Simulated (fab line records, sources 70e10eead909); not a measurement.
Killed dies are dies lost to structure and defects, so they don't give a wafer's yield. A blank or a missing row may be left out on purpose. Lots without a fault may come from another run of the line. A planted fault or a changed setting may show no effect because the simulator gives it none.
Which tool did it? | flow nand_harc | 11 lots, 33 wafers sampled, at 5 steps of a route of 1159

WHAT THE GAUGES READ, wafer by wafer
NHARC_A_ONON_D1_THK_MEAS_02: measures by ellipsometry.
lot  | measured     | on            | thk_nm (nm)
L408 | day 8 00:34  | film_metro-02 | 992 992 991
L407 | day 8 00:35  | film_metro-01 | 983 984 984
L409 | day 8 09:53  | film_metro-02 | 993 993 992
L411 | day 8 09:50  | film_metro-01 | 984 984 985
L412 | day 8 14:50  | film_metro-02 | 1005 1002 1004
L418 | day 10 20:14 | film_metro-01 | 1055 1055 1056 1055 1056 1055
L422 | day 11 07:17 | film_metro-02 | 1060 1060 1059 1059 1060 1059
L424 | day 11 14:06 | film_metro-02 | 987 985 986
L425 | day 12 08:30 | film_metro-01 | 1000 1001 1002
L429 | day 12 19:54 | film_metro-01 | 1004 1003 1003
L430 | day 13 04:39 | film_metro-02 | 993 993 994

WHICH TOOL RAN EACH LOT (tool, then ch and the chambers of the sampled wafers, then the start)
lot  | NHARC_P_BONDPAD_ETCH_12                       | NHARC_A_ZERO_WELL_DESCUM_12        | NHARC_A_ZERO_WELL_ETCH_13       | NHARC_A_ONON_D1_DEP_00
L408 | rie_diel-13 ch 0,3, day 7 01:01 or earlier    | rie_diel-06 ch 0,1,2, day 7 01:01  | rie_si-04 ch 0,1, day 7 01:13   | pecvd_onon-03 ch 0, day 8 00:02
L407 | rie_diel-13 ch 0,1, day 7 03:11 or earlier    | rie_diel-06 ch 0,1,2, day 7 03:11  | rie_si-03 ch 0,2, day 7 03:23   | pecvd_onon-02 ch 0, day 8 00:07
L409 | rie_diel-13 ch 1,2,3, day 7 10:40 or earlier  | rie_diel-03 ch 0,1,2, day 7 10:40  | rie_si-03 ch 0,2,3, day 7 10:52 | pecvd_onon-04 ch 0, day 8 09:25
L411 | rie_diel-05 ch 1,3, day 7 14:32 or earlier    | rie_diel-04 ch 1,3, day 7 14:32    | rie_si-04 ch 0,2, day 7 14:44   | pecvd_onon-02 ch 0, day 8 09:20
L412 | rie_diel-13 ch 2,3, day 7 19:21 or earlier    | rie_diel-06 ch 1,2,3, day 7 19:21  | rie_si-04 ch 0,2,3, day 7 19:34 | pecvd_onon-03 ch 0, day 8 14:31
L418 | rie_diel-13 ch 1,2, day 9 21:40 or earlier    | rie_diel-06 ch 1,3, day 9 21:40    | rie_si-04 ch 0,1,3, day 9 21:53 | pecvd_onon-02 ch 0, day 10 19:42
L422 | rie_diel-13 ch 0,2, day 10 08:16 or earlier   | rie_diel-06 ch 0,2,3, day 10 08:16 | rie_si-04 ch 0,2, day 10 08:28  | pecvd_onon-02 ch 0, day 11 06:52
L424 | rie_diel-13 ch 2,3, day 10 16:36 or earlier   | rie_diel-04 ch 0,1,3, day 10 16:36 | rie_si-04 ch 0,2, day 10 16:50  | pecvd_onon-04 ch 0, day 11 13:35
L425 | rie_diel-13 ch 2,3, day 11 11:40 or earlier   | rie_diel-04 ch 2,3, day 11 11:40   | rie_si-03 ch 1,2, day 11 11:52  | pecvd_onon-03 ch 0, day 12 07:59
L429 | rie_diel-13 ch 1,3, day 11 21:16 or earlier   | rie_diel-03 ch 0,2,3, day 11 21:16 | rie_si-04 ch 1,3, day 11 21:31  | pecvd_onon-03 ch 0, day 12 19:23
L430 | rie_diel-13 ch 0,1,3, day 12 03:41 or earlier | rie_diel-03 ch 0,3, day 12 03:41   | rie_si-03 ch 1,2, day 12 03:54  | pecvd_onon-03 ch 0, day 13 04:08
- NHARC_P_BONDPAD_ETCH_12: etches the open film in CHF3/O2, target depth 200 nm, time 100 s.
- NHARC_A_ZERO_WELL_DESCUM_12: chemistry O2, time 3 s.
- NHARC_A_ZERO_WELL_ETCH_13: etches the open film in HBr/Cl2, target depth 120 nm, time 40.1 s.
- NHARC_A_ONON_D1_DEP_00: target thk 1000 nm.

THE ANSWER, worked out from the rows above alone
Rule: what is usual is taken from the lots themselves. Put in order of their means at a reading, lots are off if they are a third of the lots or fewer, leave a main group of 4 or more, and stand apart from it by a gap of 3 or more times the standard deviation of the main group's means; of several such gaps the widest counts. A main group whose means are all the same, to the digits that the tables above print for the reading, isn't used. A lot without any number at a reading at which 4 lots or more have one is off too. The other lots that the step has rows for count as sound.
Off: L418, L422, at NHARC_A_ONON_D1_THK_MEAS_02 (thk_nm). The main group: mean 993 nm, standard deviation 7.4.
A tool fits if, at a process step before that reading, it ran every lot that is off, and no sound lot after the first of them. The gauges at NHARC_A_ONON_D1_THK_MEAS_02 are tried like those tools. NHARC_P_BONDPAD_ETCH_12 gives no start for some lots, so the hours and the order of its lots are those of NHARC_A_ZERO_WELL_DESCUM_12. Can't be told from this: 2 tools fit, rie_diel-06 at NHARC_A_ZERO_WELL_DESCUM_12, pecvd_onon-02 at NHARC_A_ONON_D1_DEP_00.

WHAT THE SIMULATOR HAD PUT IN
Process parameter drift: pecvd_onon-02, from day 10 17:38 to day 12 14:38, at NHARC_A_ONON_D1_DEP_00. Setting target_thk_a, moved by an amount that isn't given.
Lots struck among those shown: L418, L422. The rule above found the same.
